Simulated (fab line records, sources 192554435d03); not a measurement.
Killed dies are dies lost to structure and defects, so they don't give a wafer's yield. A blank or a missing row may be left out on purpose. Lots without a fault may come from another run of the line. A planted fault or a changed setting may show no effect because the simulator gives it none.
fab line records | flow n5_finfet
record lots=5 wafers=15 last_day=17
route steps=1938 shown BEOL_M10@1521
lots that met no fault: from a run of the same line without faults
start_h: hours from the record's first day to the start of the lot's first wafer shown | wait_h: hours since the lot's step before | " the same as in the row above | L1.1+2: a row that stands for several wafers | - no value, or no start given | * or withheld: withheld | < > ~ a bound
route shown NAME@n: a module of which the file shows steps, and the number in the route of the first | usual: mean/standard deviation of fault-free wafers | same: alike in all rows | chamber/n: place in a boat | sites: the reading at each site | _std_site: their standard deviation | _edge_site: outer sites' mean less inner sites' | radius_mm: how far each site lies from the wafer's centre | mask NAME#n: copy n | behind: the tool/chamber that last shaped the wafer | hold: why the lot was held/for how many hours/how that ended | device: the transistor (n, p or np) that didn't switch | end of line: the same wafers' tests at the end of the route | a step without rows: its recipe alone | killed: dies lost to structure and defects at the first sort, not the wafer's yield | map: a wafer's dies, x killed, . not, _ none there
set.NAME: the setting as run; set.NAME@STEP: as run at that earlier step | model.NAME: the simulator's own value behind a step, which no gauge read
lots at some steps of the route; a table a step, a row a wafer
services: from which hour (start_h, from the record's first day; less than 0 if before it) a tool's chamber was out of use, for how many hours, and why
## steps
# step N5_BEOL_M10_CURE_72
# recipe temp_c=370 time_s=120 ambient=DMADMS/He material=SiCOH_lowk
# step N5_BEOL_M10_DEGAS_44
# recipe ambient=vacuum temp_c=250 time_s=60
# step N5_BEOL_M10_PRE_CLEAN_45
# recipe gas=H2/He time_s=30 temp_c=250
# usual heater_power_w=335/41
# same time_s=30
# columns lot.wafer tool chamber start_h wait_h heater_power_w
L669.1 pvd_sputter-03 - 216.02 0.0 362
L669.5 " - " " 388
L669.6 " - " " 372
L670.2 pvd_sputter-03 - 222.73 0.0 371
L670.4 " - " " 268
L670.6 " - " " 366
L679.1 pvd_sputter-03 - 292.46 0.0 268
L679.2 " - " " 371
L679.4 " - " " 394
L688.2 pvd_sputter-01 - 348.14 0.0 318
L688.4 " - " " 386
L688.6 " - " " 282
L689.3 pvd_sputter-01 - 352.37 0.0 394
L689.4 " - " " 317
L689.6 " - " " 319
# step N5_BEOL_M10_ALD_74
# recipe material=TaN target_thk_a=20 temp_c=275 ald_precursor_family=PDMAT ald_co_reactant=NH3 pressure_torr=3 carrier_flow_sccm=1500 pulse_time_s=2 purge_time_s=3 co_reactant_purge_time_s=2 co_reactant_pulse_time_s=3 ald_cycles=40 precursor_vessel_temp_c=75 precursor_vessel_pressure_torr=26.25 precursor_vessel_carrier_sccm=1000
# usual heater_power_outer_w=226/25 heater_power_w=418/51
# same ald_cycles=40
# columns lot.wafer tool chamber start_h wait_h heater_power_outer_w heater_power_w
L669.1 ald_metal-03 0 216.08 0.0 213 406
L669.5 " 0 " " 213 399
L669.6 " 1 " " 243 438
L670.2 ald_metal-01 3 222.82 0.1 217 443
L670.4 " 2 " " 275 497
L670.6 " 2 " " 271 516
L679.1 ald_metal-01 1 292.55 0.1 240 479
L679.2 " 2 " " 283 507
L679.4 " 3 " " 214 431
L688.2 ald_metal-03 2 348.24 0.1 223 394
L688.4 " 1 " " 247 426
L688.6 " 0 " " 210 407
L689.3 ald_metal-01 3 352.43 0.0 213 437
L689.4 " 2 " " 279 504
L689.6 " 1 " " 245 453
# step N5_BEOL_M10_SURFACE_TREAT_76
# recipe gas=Ar time_s=* ion_energy_ev=* ion_current_ma_cm2=0.5 pressure_mtorr=* ar_flow_sccm=30
# usual ar_flow_sccm=29.99/0.1 pressure_mtorr=* throttle_valve_pct=*
# same time_s=*
# columns lot.wafer tool chamber start_h wait_h ar_flow_sccm pressure_mtorr throttle_valve_pct
L669.1 pvd_sputter-02 - 216.37 0.2 30.12 * *
L669.5 " - " " 30.06 * *
L669.6 " - " " 29.90 * *
L670.2 pvd_sputter-01 - 223.84 0.9 29.98 * *
L670.4 " - " " 30.02 * *
L670.6 " - " " 29.97 * *
L679.1 pvd_sputter-03 - 292.84 0.2 30.03 * *
L679.2 " - " " 30.00 * *
L679.4 " - " " 30.05 * *
L688.2 pvd_sputter-02 - 348.52 0.2 30.05 * *
L688.4 " - " " 29.96 * *
L688.6 " - " " 29.74 * *
L689.3 pvd_sputter-03 - 353.03 0.5 29.90 * *
L689.4 " - " " 30.00 * *
L689.6 " - " " 30.11 * *
# step N5_BEOL_M10_CVD_75
# recipe material=Co target_thk_a=20 temp_c=withheld precursor=CCTBA/H2 pressure_torr=30 time_s=138.9
# step N5_BEOL_M10_SPUTTER_48
# recipe material=Cu target_thk_a=120 temp_c=-20 bias_v=60 power_w=26000 chamber_pressure_pa=0.13 time_s=2
# step N5_BEOL_M10_ECD_50
# recipe material=Cu target_thk_a=3180
# step N5_BEOL_M10_ANNEAL_51
# recipe temp_c=225 time_s=90 ambient=N2
# usual wafer_temp_C_max=225.75/0.25
# same time_s=90
# columns lot.wafer tool chamber start_h wait_h wafer_temp_C_max
L669.1 rtp_anneal-01 0 217.14 0.3 225.40
L669.5 " 0 " " 225.35
L669.6 " 0 " " 225.18
L670.2 rtp_anneal-01 0 224.37 0.1 225.61
L670.4 " 0 " " 225.72
L670.6 " 0 " " 226.38
L679.1 rtp_anneal-02 0 293.38 0.1 225.42
L679.2 " 0 " " 225.97
L679.4 " 0 " " 225.70
L688.2 rtp_anneal-02 0 350.60 0.1 225.90
L688.4 " 0 " " 225.84
L688.6 " 0 " " 225.71
L689.3 rtp_anneal-01 0 355.04 0.2 225.80
L689.4 " 0 " " 226.30
L689.6 " 0 " " 225.47
# step N5_BEOL_M10_CMP_52
# recipe stop_on=SiCOH_lowk t_overpolish_s=7 down_force_psi=1 platen_rpm=50 clearing_platen_down_force_psi=1.5 clearing_platen_rpm=50 post_cmp_clean=cu_alkaline target_thk_nm=140 clearing_platen_pad_velocity_m_s=0.99484 pad_velocity_m_s=0.99484
# usual barrier_field_endpoint_s=28.7/0.64 motor_current_A=6.1/0.78 overpolish_run_s=7.000/0.009 time_to_endpoint_s=66/3.1
# columns lot.wafer tool chamber start_h wait_h barrier_field_endpoint_s motor_current_A overpolish_run_s time_to_endpoint_s
L669.1 cmp-01 3 217.44 0.3 28.7 6.5 7.004 69
L669.6 " 3 " " 28.9 6.7 7.012 68
L669.5 " 0 " " 27.0 4.9 7.006 57
L670.4 cmp-04 1 224.62 0.1 28.5 6.7 7.005 60
L670.2 " 3 " " 28.8 4.6 7.000 69
L670.6 " 2 " " 28.7 7.2 7.013 65
L679.2 cmp-01 1 293.67 0.2 28.0 6.8 6.998 65
L679.4 " 2 " " 29.4 5.6 7.002 64
L679.1 " 3 " " 28.8 6.5 7.006 70
L688.4 cmp-03 3 351.04 0.3 28.6 6.4 6.980 60
L688.2 " 0 " " 28.9 6.3 7.003 65
L688.6 " 1 " " 29.9 5.7 7.009 67
L689.4 cmp-01 1 355.24 0.1 29.4 6.9 6.995 68
L689.3 " 0 " " 28.1 4.9 6.993 65
L689.6 " 2 " " 29.4 5.4 7.008 67
# step N5_BEOL_M10_THK_MEAS_53
# recipe thk_meas_gauge=xrf reads=Cu_of_BEOL_M10_ECD_50
# usual M10_THK=139.4/3
# columns lot.wafer tool chamber start_h wait_h M10_THK[nm]
L669.1 film_metro-02 - 217.73 - 137.2
L669.5 " - " " 136.4
L669.6 " - " " 144.0
L670.2 film_metro-02 - 224.92 - 145.8
L670.4 " - " " 140.6
L670.6 " - " " 143.8
L679.1 film_metro-02 - 293.97 - 148.2
L679.2 " - " " 139.4
L679.4 " - " " 144.1
L688.2 film_metro-02 - 351.26 - 141.9
L688.4 " - " " 137.5
L688.6 " - " " 138.0
L689.3 film_metro-01 - 355.54 - 137.7
L689.4 " - " " 143.7
L689.6 " - " " 138.5
# step N5_BEOL_M10_PRE_CLEAN_55
# recipe gas=NH3 time_s=15 temp_c=withheld rf_power_w=300
# step N5_BEOL_M10_DEP_56
# recipe material=SiCN target_thk_a=150 temp_c=withheld precursor=3MS/NH3 pressure_torr=3 rf_w=202 time_s=26.5
# usual showerhead_plenum_p_Torr=3.656/0.014 throttle_valve_pct=9.1/0.51
# columns lot.wafer tool chamber start_h wait_h showerhead_plenum_p_Torr throttle_valve_pct model.SiCN_of_BEOL_M10_DEP_56.thk_nm
L669.1 pecvd-01 2 217.79 0.0 3.657 9.0 15
L669.5 " 1 " " 3.651 9.1 14.8
L669.6 " 2 " " 3.659 9.0 15.4
L670.2 pecvd-04 1 224.99 0.0 3.671 9.2 14.8
L670.4 " 0 " " 3.653 9.2 14.8
L670.6 " 1 " " 3.661 9.0 15
L679.1 pecvd-04 0 294.03 0.0 3.657 9.2 14.6
L679.2 " 1 " " 3.674 9.2 20.2
L679.4 " 2 " " 3.647 8.1 14.8
L688.2 pecvd-02 1 351.32 0.0 3.640 9.9 14.8
L688.4 " 2 " " 3.647 8.8 14.8
L688.6 " 1 " " 3.630 9.9 15.2
L689.3 pecvd-02 0 355.60 0.0 3.678 8.8 15
L689.4 " 1 " " 3.629 9.9 15.4
L689.6 " 2 " " 3.640 8.9 15.2
# step N5_BEOL_M10_RS_MEAS_57
# recipe thk_meas_gauge=four-point-probe reads=Cu_of_BEOL_M10_ECD_50+Co_of_BEOL_M10_CVD_75+TaN_of_BEOL_M10_ALD_74
# usual M10_RS=0.151/0.0032
# columns lot.wafer tool chamber start_h wait_h M10_RS[ohm/sq]
L669.1 film_metro-02 - 217.87 0.1 0.153
L669.5 " - " " 0.156
L669.6 " - " " 0.147
L670.2 film_metro-02 - 225.09 0.1 0.145
L670.4 " - " " 0.151
L670.6 " - " " 0.147
L679.1 film_metro-01 - 294.10 0.1 0.142
L679.2 " - " " 0.153
L679.4 " - " " 0.147
L688.2 film_metro-01 - 351.40 0.1 0.148
L688.4 " - " " 0.153
L688.6 " - " " 0.152
L689.3 film_metro-02 - 355.68 0.1 0.152
L689.4 " - " " 0.146
L689.6 " - " " 0.152
## services
# columns tool chamber start_h hours kind
ald_metal-03 - 194.52 6.0 pm
ald_metal-01 - 202.97 0.9 repair
cmp-03 - 222.36 9.7 pm
cmp-01 - 224.07 4.0 pm
pecvd-02 - 226.68 1.2 repair
rtp_anneal-02 - 226.70 4.6 pm
pecvd-04 - 229.27 2.6 repair
cmp-04 - 233.51 0.4 repair
cmp-03 - 234.65 6.3 repair
ald_metal-03 - 234.85 8.7 pm
cmp-04 - 239.57 4.0 pm
cmp-03 - 242.27 2.7 repair
ald_metal-03 0 250.12 27.4 repair
pecvd-04 1 255.80 14.1 repair
pvd_sputter-01 - 265.37 5.6 repair
cmp-04 - 265.77 0.9 repair
cmp-03 - 294.90 1.3 repair
pecvd-02 - 307.51 5.5 pm
cmp-01 - 319.03 0.4 repair
cmp-03 - 320.45 4.0 pm
cmp-03 - 327.85 5.0 pm
pecvd-02 - 337.70 3.3 repair
cmp-01 - 350.53 1.4 repair
pvd_sputter-02 - 350.92 15.4 repair
## key
first_sign none at tools or gauges
model_effect step=N5_BEOL_M10_DEP_56 value=SiCN_of_BEOL_M10_DEP_56.thk_nm without=15.2 struck=20.2
met_at N5_BEOL_M10_DEP_56
struck_wafers L679.2
baseline_loss step=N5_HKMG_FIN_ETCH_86 wafers=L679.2
onset_between 224.99 294.03
fault kind=process_parameter_drift tool=pecvd-04 chamber=1 onset_h=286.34 steps=N5_BEOL_M10_DEP_56 channel=time_s offset=* shape=step end_h=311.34 acts_in=* stated=*
# baseline_loss: these wafers lose ten dies or more at that step, a loss of the line's own and not of a fault; the sort's usual values leave them out
